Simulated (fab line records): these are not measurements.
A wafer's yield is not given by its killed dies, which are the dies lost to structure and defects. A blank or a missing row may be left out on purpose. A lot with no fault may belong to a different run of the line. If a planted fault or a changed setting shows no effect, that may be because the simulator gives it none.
Chamber matching + flow nand_harc + rie_si-06 running NHARC_A_ZERO_WELL_ETCH_13: 4 sister chambers
The step etches the open film in HBr/Cl2, target depth 120 nm, time 40.1 s. 14 wafers are shown with their chamber, then 6 later ones without.

== WAFERS PAIRED WITH THEIR CHAMBERS ==
| wafer  | chamber | oes_product_au (a.u.) | throttle_valve_pct (%) |
|--------|---------|-----------------------|------------------------|
| L677.1 | 0       | 0.995                 | 26.399                 |
| L677.4 | 1       | 0.971                 | 26.404                 |
| L677.6 | 2       | 1.009                 | 26.402                 |
| L688.2 | 0       | 1.000                 | 26.405                 |
| L688.3 | 3       | 0.980                 | 26.413                 |
| L688.6 | 1       | 0.973                 | 26.408                 |
| L686.1 | 3       | 0.974                 | 26.424                 |
| L686.2 | 1       | 0.971                 | 26.423                 |
| L686.5 | 2       | 0.992                 | 26.399                 |
| L690.1 | 0       | 1.003                 | 26.409                 |
| L690.3 | 2       | 0.989                 | 26.397                 |
| L690.6 | 1       | 0.968                 | 26.416                 |
| L691.4 | 1       | 0.965                 | 26.401                 |
| L691.5 | 0       | 1.005                 | 26.408                 |

SIGNATURES (averages over the wafers above)
| reading            | chamber 0 | chamber 1 | chamber 2 | chamber 3 | scatter within a chamber |
|--------------------|-----------|-----------|-----------|-----------|--------------------------|
| oes_product_au     | 1.00075   | 0.96960   | 0.99667   | 0.97700   | 0.00589                  |
| throttle_valve_pct | 26.40525  | 26.41040  | 26.39933  | 26.41850  | 0.00678                  |
Rule: a wafer's distance from a chamber is the root of the sum, over the readings, of the square of ((its reading less the chamber's mean) divided by the reading's scatter). The wafer belongs to the nearest chamber; if the next one is less than 2 further off, it can't be placed. The scatter: take each reading less its chamber's mean, square it, sum over the shown wafers, divide by the number of wafers less the number of chambers, and take the root.

== WAFERS MISSING THEIR CHAMBER ==
| wafer  | oes_product_au (a.u.) | throttle_valve_pct (%) |
|--------|-----------------------|------------------------|
| L692.3 | 0.983                 | 26.401                 |
| L692.4 | 1.017                 | 26.411                 |
| L692.6 | 0.979                 | 26.412                 |
| L697.3 | 0.973                 | 26.418                 |
| L697.4 | 0.989                 | 26.402                 |
| L697.6 | 0.985                 | 26.405                 |

== CHAMBER TAKEN BY EACH ==
| wafer  | from the rows above               | in truth |
|--------|-----------------------------------|----------|
| L692.3 | can't be placed: 2 or 1 or 3 or 0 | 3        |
| L692.4 | can't be placed: 0 or 2           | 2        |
| L692.6 | can't be placed: 3 or 1           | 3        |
| L697.3 | can't be placed: 3 or 1           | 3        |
| L697.4 | can't be placed: 2 or 0 or 3      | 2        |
| L697.6 | can't be placed: 2 or 3 or 0 or 1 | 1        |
0 of 6 placed correctly. Can't be placed from these rows: 6 (the true chamber is among the candidates in 6). 0 placed wrongly.
